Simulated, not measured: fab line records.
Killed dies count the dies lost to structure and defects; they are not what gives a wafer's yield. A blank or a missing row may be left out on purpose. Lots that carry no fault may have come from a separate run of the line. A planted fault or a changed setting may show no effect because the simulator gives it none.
2 desks looking at one fault :: flow n5Finfet :: numbers are kept per desk, each desk with only its own; the story behind them comes last

DESK OF THE TOOL OWNER: rieMetal-02
The tool's own readings at N5_GATE_CUT_CUT_ETCH_55 (etches HfO2 in BCl3, target depth 3.2 nm): means of the sampled wafers that have a number, for each lot that ran on this tool. Any lot whose mean is over 4 standard deviations away from the usual mean is out of limits and marked OUT; that distance is given in the brackets.
Columns: A = drypumpMotorCurrentA at N5_GATE_CUT_CUT_ETCH_55, usual 5.6 A; B = oesProductAu at N5_GATE_CUT_CUT_ETCH_55, usual 0.84 a.u.; C = throttleValvePct at N5_GATE_CUT_CUT_ETCH_55, usual 32.8 %
lot: L237
first seen here: day 5 00:55
A: 5.8
B: 0.84
C: 32.5

lot: L239
first seen here: day 5 07:51
A: 5.5
B: 0.97
C: 32.8

lot: L241
first seen here: day 5 21:16
A: 5.7
B: 1.00
C: 32.6

lot: L253
first seen here: day 8 22:12
A: 5.5
B: 0.85
C: 32.8

lot: L259
first seen here: day 10 07:50
A: 5.8
B: 0.80
C: 32.6
This desk's finding: nothing out of limits on any of the 5 lots.

AT THE METROLOGY DESK
What the gauges read for every lot (on any tool): the sampled wafers with a number, averaged. Any lot whose mean is over 4 standard deviations away from the usual mean is out of limits and marked OUT; that distance is given in the brackets. Shown here are 7 of its 10 readings, the ones lying furthest out on some lot.
Columns: A = DIBL_P at N5_BEOL_M4_RC_MEAS_101, usual 35.9 mV/V; B = IOFF_N at N5_BEOL_M4_RC_MEAS_101, usual 0.16 nA/um; C = IOFF_P at N5_BEOL_M4_RC_MEAS_101, usual 0.21 nA/um; D = ION_N at N5_BEOL_M4_RC_MEAS_101, usual 672 uA/um; E = ION_P at N5_BEOL_M4_RC_MEAS_101, usual 461 uA/um; F = VT_N at N5_BEOL_M4_RC_MEAS_101, usual 250 mV; G = VT_P at N5_BEOL_M4_RC_MEAS_101, usual -251 mV
lot: L237
first seen here: day 8 15:06
A: 36.4
B: 0.18
C: 0.24
D: 680
E: 468
F: 246
G: -247

lot: L239
first seen here: day 8 15:35
A: 34.1
B: 0.15
C: 0.21
D: 667
E: 460
F: 252
G: -250

lot: L241
first seen here: day 9 08:49
A: 34.4
B: 0.13
C: 0.18
D: 655
E: 454
F: 253
G: -252

lot: L249
first seen here: day 11 16:33
A: 36.6
B: 0.16
C: 0.21
D: 676
E: 463
F: 251
G: -249

lot: L253
first seen here: day 12 09:22
A: 33.8
B: 0.13
C: 0.14
D: 664
E: 446
F: 255
G: -259

lot: L259
first seen here: day 13 23:54
A: 33.3
B: 0.11
C: 0.18
D: 661
E: 461
F: 253
G: -254
This desk's finding: nothing out of limits on any of the 6 lots.

BROUGHT TOGETHER
The tool owner's desk saw nothing out of limits.
From the metrology desk's view, nothing was out of limits.

WHAT THE SIMULATOR HAD PUT IN
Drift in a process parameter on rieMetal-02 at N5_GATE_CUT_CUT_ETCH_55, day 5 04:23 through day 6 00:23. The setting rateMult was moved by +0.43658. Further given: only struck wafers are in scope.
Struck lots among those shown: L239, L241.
